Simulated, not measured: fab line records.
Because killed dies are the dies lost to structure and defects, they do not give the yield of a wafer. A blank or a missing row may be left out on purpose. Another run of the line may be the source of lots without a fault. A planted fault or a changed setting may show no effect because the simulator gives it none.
Which tool did it?    flow nand harc    6 lots with 17 wafers sampled at 5 steps, on a route of 1302 steps

## WHAT THE GAUGES SHOWED, per wafer
NHARC_A_M1_CD_MEAS_09 targets a cd of 120 nm.
lot   measured      on         cd nm (nm)
L671  day 23 15:58  cd sem-03  120.9 120.2 120.1
L674  day 26 00:57  cd sem-03  119.9 118.6 119.3
L677  day 26 21:49  cd sem-02  119.8 120.2 120.1
L678  day 27 10:00  cd sem-03  120.2 119.9 120.5
L682  day 28 20:47  cd sem-02  120.5 120.2 120.5
L687  day 31 09:33  cd sem-01  130.9 131.6

## TOOL THAT RAN EACH LOT (tool first, then ch and the chambers of the sampled wafers, then the start)
lot   NHARC_A_M0_STRIP_18                 NHARC_A_M0_PVD_21                        NHARC_A_M0_ANNEAL_30              NHARC_A_M1_PEB_07
L671  rie diel-01 ch 2,3, day 23 12:31    pvd sputter-02, day 23 13:53 or earlier  rtp anneal-02 ch 0, day 23 13:53  litho track-06 ch 0, day 23 15:53
L674  rie diel-04 ch 1,2,3, day 25 21:35  pvd sputter-01, day 25 22:52 or earlier  rtp anneal-02 ch 0, day 25 22:52  litho track-01 ch 0, day 26 00:52
L677  rie diel-04 ch 0,1,2, day 26 18:13  pvd sputter-01, day 26 19:30 or earlier  rtp anneal-02 ch 0, day 26 19:30  litho track-04 ch 0, day 26 21:44
L678  rie diel-04 ch 1,2, day 27 06:26    pvd sputter-01, day 27 07:45 or earlier  rtp anneal-02 ch 0, day 27 07:45  litho track-06 ch 0, day 27 09:55
L682  rie diel-04 ch 0,1,3, day 28 17:14  pvd sputter-01, day 28 18:35 or earlier  rtp anneal-02 ch 0, day 28 18:35  litho track-06 ch 0, day 28 20:43
L687  rie diel-04 ch 1,3, day 31 05:50    pvd sputter-01, day 31 07:20 or earlier  rtp anneal-02 ch 0, day 31 07:20  litho track-01 ch 0, day 31 09:28
- NHARC_A_M0_STRIP_18: strips in N2/H2.
- NHARC_A_M0_PVD_21: deposits Cu, target thk 30 nm, time 20.49 s.
- NHARC_A_M0_ANNEAL_30: time 90 s.
- NHARC_A_M1_PEB_07: peb time 65 s.

## THE ANSWER, worked out from the rows above alone
Rule: the lots themselves supply what counts as usual. The widest of any qualifying gaps counts: lots, ordered by their means at a reading, are off when they make up no more than a third of the lots, leave a main group of 4 or more, and stand apart from it by 3 or more times the standard deviation of that group's means. Not used: any main group whose means are identical at the precision the tables above print for the reading. A lot without any number at a reading at which 4 lots or more have one is off too. Where the step has rows for the other lots, those lots are counted as sound.
Off, at NHARC_A_M1_CD_MEAS_09 on cd nm: L687. Main group: mean 120.1 nm, sd 0.42.
If a tool, at a process step before that reading, ran all the lots that are off and no sound lot after the first of them, it fits. The gauges at NHARC_A_M1_CD_MEAS_09 are tried like those tools. NHARC_A_M0_PVD_21: start missing for some lots; hours and lot order therefore follow NHARC_A_M0_ANNEAL_30. Can't be told from this: 5 tools fit, rie diel-04 at NHARC_A_M0_STRIP_18, pvd sputter-01 at NHARC_A_M0_PVD_21, rtp anneal-02 at NHARC_A_M0_ANNEAL_30, litho track-01 at NHARC_A_M1_PEB_07, cd sem-01 at NHARC_A_M1_CD_MEAS_09.

## WHAT THE SIMULATOR HAD INSERTED
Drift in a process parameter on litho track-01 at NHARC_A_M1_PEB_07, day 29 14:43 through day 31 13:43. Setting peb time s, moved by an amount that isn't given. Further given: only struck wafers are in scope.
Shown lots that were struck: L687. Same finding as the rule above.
